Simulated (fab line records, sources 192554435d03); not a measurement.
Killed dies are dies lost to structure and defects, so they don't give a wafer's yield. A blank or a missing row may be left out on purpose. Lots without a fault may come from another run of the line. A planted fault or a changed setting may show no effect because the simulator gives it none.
Chamber matching | flow n5_finfet | N5_GATE_CUT_PECVD_57 on pecvd-04: 3 sister chambers
The step deposits SiNx from SiH4/NH3/N2, target thk 21 nm. 6 wafers are shown with their chamber, then 10 later ones without.

WAFERS WITH THEIR CHAMBER
wafer  | chamber | throttle_valve_pct (%) | rf_fwd_power_W (W)
L087.2 | 0       | 40.7                   | 299.4
L088.4 | 0       | 40.7                   | 299.3
L090.1 | 2       | 36.9                   | 297.1
L090.4 | 2       | 37.0                   | 297.4
L092.2 | 1       | 39.8                   | 296.5
L092.5 | 1       | 39.8                   | 296.4

WAFERS WITHOUT THEIR CHAMBER
wafer  | throttle_valve_pct (%) | rf_fwd_power_W (W)
L092.6 | 40.5                   | 298.5
L093.1 | 39.6                   | 295.9
L093.3 | 40.7                   | 297.7
L093.4 | 40.7                   | 298.6
L094.1 | 37.0                   | 298.9
L094.4 | 41.0                   | 297.7
L094.6 | 37.0                   | 298.0
L097.3 | 40.7                   | 297.4
L097.4 | 40.9                   | 297.2
L097.6 | 37.1                   | 297.7

WHICH CHAMBER EACH WENT THROUGH
wafer  | from the rows above | in truth
L092.6 | 0                   | 0
L093.1 | 1                   | 1
L093.3 | 0                   | 0
L093.4 | 0                   | 0
L094.1 | 2                   | 2
L094.4 | 0                   | 0
L094.6 | 2                   | 2
L097.3 | 0                   | 0
L097.4 | 0                   | 0
L097.6 | 2                   | 2
Placed correctly: 10 of 10. Can't be placed from these rows: 0. Placed wrongly: 0.
How it was worked out, from the rows above alone: a wafer's distance from a chamber is the root of the sum, over the readings, of the square of ((its reading less the chamber's mean) divided by the reading's scatter). The wafer belongs to the nearest chamber; if the next one is less than 2 further off, it can't be placed. A chamber's mean is the mean of its shown wafers. The scatter: the root of (the sum of the squares of (reading less its chamber's mean) over the shown wafers, divided by (wafers less chambers)).
